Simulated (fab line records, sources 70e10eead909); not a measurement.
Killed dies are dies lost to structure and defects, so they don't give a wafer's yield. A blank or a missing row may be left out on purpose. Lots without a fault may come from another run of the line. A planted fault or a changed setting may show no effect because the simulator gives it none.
A struck lot beside a sound one | flow nand_harc | 14 steps out of a route of 1302
Sound: wafers L389.3, L389.4, L389.5. Struck: wafer L400.6. (L400.2, L400.3 of the same lot were not struck and are left out.) The cause comes at the end.
At each step with rows: each side's tool, then ch and its chambers, then its first start. Under that, the readings that differ: sound wafers | struck wafers | difference of the means | sigmas: that difference in standard deviations of wafers without a fault.
alike: readings whose means differ by less than 2 such deviations, and words and numbers that are the same on both sides. not compared: withheld readings, readings that some wafer has no value for, bounds like >300 that may hide the same value, and numbers for which the record gives no deviation and whose values overlap.
The two part at a step that has a row with sigmas, a row that says differs or no value, or rows on one side only. Numbers that don't overlap but have no deviation are shown without sigmas and don't part them. A reading that every wafer of one side lacks parts them only if that side has two wafers or more.

NHARC_A_SOURCE_PLATE_THK_MEAS_09: measures by ellipsometry.
  sound on film_metro-02, day 11 06:02; struck on film_metro-01, day 15 19:17
  alike: thk_nm
then, 3 steps without rows for these wafers: NHARC_A_SOURCE_PLATE_PVD_04 (deposits WSi2, target thk 50 nm); NHARC_A_SOURCE_PLATE_CVD_03 (deposits poly-Si, target thk 200 nm, time 4000 s); NHARC_A_SOURCE_PLATE_ANNEAL_05 (time 1800 s).
NHARC_A_SOURCE_PLATE_THK_MEAS_06: measures by ellipsometry.
  sound on film_metro-02, day 11 19:01; struck on film_metro-01, day 16 09:01
  alike: thk_nm
NHARC_A_SOURCE_PLATE_INSPECT_08:
  sound on defect_inspect-01, day 11 19:05; struck on defect_inspect-02, day 16 09:07
  alike: raw_defect_count
then, 1 step without rows for these wafers: NHARC_A_ONON_D1_DEP_00 (target thk 1000 nm).
NHARC_A_ONON_D1_THK_MEAS_02: measures by ellipsometry.
  sound on film_metro-01, day 11 19:39; struck on film_metro-02, day 16 09:42
  alike: thk_nm
then, 1 step without rows for these wafers: NHARC_A_ONON_D1_DEP_03 (target thk 1000 nm).
NHARC_A_ONON_D1_THK_MEAS_05: measures by ellipsometry.
  sound on film_metro-02, day 11 20:13; struck on film_metro-02, day 16 10:16
  alike: thk_nm
NHARC_A_ONON_D1_DEP_06: target thk 1000 nm.
  sound on pecvd_onon-03 ch 0, day 11 20:23; struck on pecvd_onon-03 ch 0, day 16 10:23
  alike: n2o_flow_sccm
NHARC_A_ONON_D1_THK_MEAS_08: measures by ellipsometry.
  sound on film_metro-01, day 11 20:47; struck on film_metro-01, day 16 10:50
  reading     | sound          | struck | difference | sigmas
  thk_nm (nm) | 1003 1001 1000 | 1433   | +432       | +44
then, 1 step without rows for these wafers: NHARC_A_ONON_D1_DEP_09 (target thk 1000 nm).
-- the record jumps here: 17 days lie between the struck wafers' starts before and after (it left off in module A_ONON_D1 and takes up again in module END, whose first step shown is number 1302 of the route) --
NHARC_END_SORT_01:
  sound on prober-02 ch 0, day 28 16:57; struck on prober-02 ch 0, day 33 10:11
  reading         | sound    | struck | difference | sigmas
  killed_at_array | 45 52 48 | 671    | +623       | +30
  killed_dies     | 54 56 54 | 677    | +622       | +30
  killed_short    | 1 4 2    | 6      | +4         | +2
  alike: killed_at_other, killed_at_periphery, killed_open

WHERE THEY PART
First at NHARC_A_ONON_D1_THK_MEAS_08; last, within this record, at NHARC_END_SORT_01.

WHY: what the simulator had put in
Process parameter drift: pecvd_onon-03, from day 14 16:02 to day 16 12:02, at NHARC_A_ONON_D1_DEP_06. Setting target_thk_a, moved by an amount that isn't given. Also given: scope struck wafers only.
